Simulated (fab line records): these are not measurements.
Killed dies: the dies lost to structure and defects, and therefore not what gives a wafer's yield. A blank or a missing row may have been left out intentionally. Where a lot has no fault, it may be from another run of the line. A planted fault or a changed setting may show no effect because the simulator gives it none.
A struck lot beside a sound one	flow n5_finfet	14 out of 1938 route steps
Sound: these wafers, L995.1, L995.4, L995.6. Wafers L103.2, L103.4, L103.5 were the ones struck. At the end, the cause is stated.
Order at every step that has rows: each side's tool, ch and its chambers, its first start. Under that, the readings that differ: sound wafers	struck wafers	difference of the means	sigmas: that difference in standard deviations of wafers without a fault.
alike: readings with means less than 2 such deviations apart, plus words and numbers identical on both sides. not compared: withheld readings, readings lacking a value on some wafer, bounds such as >300 that could conceal the same value, and numbers that have no deviation in the record and whose values overlap.
Wherever a step has rows on one side only, a row that says differs or no value, or a row with sigmas, the two part there. Numbers that have no deviation but don't overlap get no sigmas and don't part them. Lack of a reading on every wafer of one side parts them only where that side has two or more wafers.

first, 3 steps without rows for these wafers: N5_BEOL_M6_EXPOSE_25 (exposes mask V5, target cd 40 nm); N5_BEOL_M6_PEB_26 (peb time 60 s); N5_BEOL_M6_DEVELOP_27 (develop time 30 s).
N5_BEOL_M6_CD_MEAS_28 targets a cd of 40 nm.
  sound on cd_sem-03 ch 0, day 9 17:16; struck on cd_sem-03 ch 0, day 11 14:35
  alike: cd_nm
N5_BEOL_M6_OVL_MEAS_29:
  sound on overlay-02 ch 0, day 9 17:18; struck on overlay-02 ch 0, day 11 14:38
  alike: V5_OVL
N5_BEOL_M6_INSPECT_30: inspects for defects (brightfield).
  sound on defect_inspect-01, day 9 17:22; struck on defect_inspect-01, day 11 14:41
  alike: raw_defect_count
N5_BEOL_M6_DESCUM_33: chemistry O2, time 7 s.
  sound on rie_diel-01 ch 0,1,2, day 9 17:30; struck on rie_diel-05 ch 0,3, day 11 15:00
reading	sound	struck	difference	sigmas
showerhead_plenum_p_Torr (Torr)	2.05 2.08 2.12	2.23 2.19 2.23	+0.13	+2
  alike: chamber_pressure_mTorr, drypump_motor_current_A, oes_product_au, rf_vpp_V, throttle_valve_pct
  not compared: rf_hours_counter_h
N5_BEOL_M6_ETCH_72: etches underlayer in N2/H2, target depth 6.5 nm, time 5.2 s.
  sound on rie_diel-01 ch 0,1,2, day 9 17:32; struck on rie_diel-05 ch 0,3, day 11 15:02
reading	sound	struck	difference	sigmas
rf_vpp_V (V)	520.4 521.9 523.3	529.4 524.9 527.1	+5.3	+2
showerhead_plenum_p_Torr (Torr)	2.49 2.54 2.58	2.70 2.66 2.69	+0.15	+2
  alike: chamber_pressure_mTorr, drypump_motor_current_A, etch_rf_on_time_s, oes_product_au, throttle_valve_pct
  not compared: rf_hours_counter_h
N5_BEOL_M6_ETCH_65: etches SiARC in CF4, target depth 15.6 nm, time 26 s.
  sound on rie_diel-01 ch 0,1,2, day 9 17:33; struck on rie_diel-05 ch 0,3, day 11 15:03
  alike: chamber_pressure_mTorr, drypump_motor_current_A, etch_rf_on_time_s, oes_product_au, rf_vpp_V, showerhead_plenum_p_Torr, throttle_valve_pct
  not compared: rf_hours_counter_h
N5_BEOL_M6_ETCH_66: etches SOC in N2/H2, target depth 80 nm, overetch 16 nm, time 120 s.
  sound on rie_diel-01 ch 0,1,2, day 9 17:35; struck on rie_diel-05 ch 0,3, day 11 15:05
reading	sound	struck	difference	sigmas
showerhead_plenum_p_Torr (Torr)	2.49 2.54 2.58	2.70 2.66 2.70	+0.15	+2
  alike: chamber_pressure_mTorr, drypump_motor_current_A, oes_product_au, rf_vpp_V, throttle_valve_pct
  not compared: rf_hours_counter_h
then, 2 steps without rows for these wafers: N5_BEOL_M6_STRIP_69 (strips in N2/H2); N5_BEOL_M6_STRIP_73 (strips in N2/H2).
N5_BEOL_M6_VIA_ETCH_34: etches SiCOH lowk in C4F6/O2, target depth 126.3 nm, time 50.9 s.
  sound on rie_diel-01 ch 0,1,2, day 9 17:41; struck on rie_diel-05 ch 0,3, day 11 15:11
reading	sound	struck	difference	sigmas
rf_vpp_V (V)	653 659 666	672 671 673	+13	+2
model.etch.depth_nm (nm)	126 125 126.8	105 103.3 104.9	-22	
model.SOC_of_BEOL_M6_COAT_63.thk_nm (nm)	54 54 54	54.8 55 54.8	+0.9	
  alike: O2_flow_sccm, chamber_pressure_mTorr, drypump_motor_current_A, oes_product_au, showerhead_plenum_p_Torr, throttle_valve_pct
  not compared: rf_hours_counter_h
then, 1 step without rows for these wafers: N5_BEOL_M6_STRIP_76 (strips in C4F6/O2).

## WHERE THEY PART
First at N5_BEOL_M6_DESCUM_33; last, within this record, at N5_BEOL_M6_VIA_ETCH_34.

WHY: what had been put in by the simulator
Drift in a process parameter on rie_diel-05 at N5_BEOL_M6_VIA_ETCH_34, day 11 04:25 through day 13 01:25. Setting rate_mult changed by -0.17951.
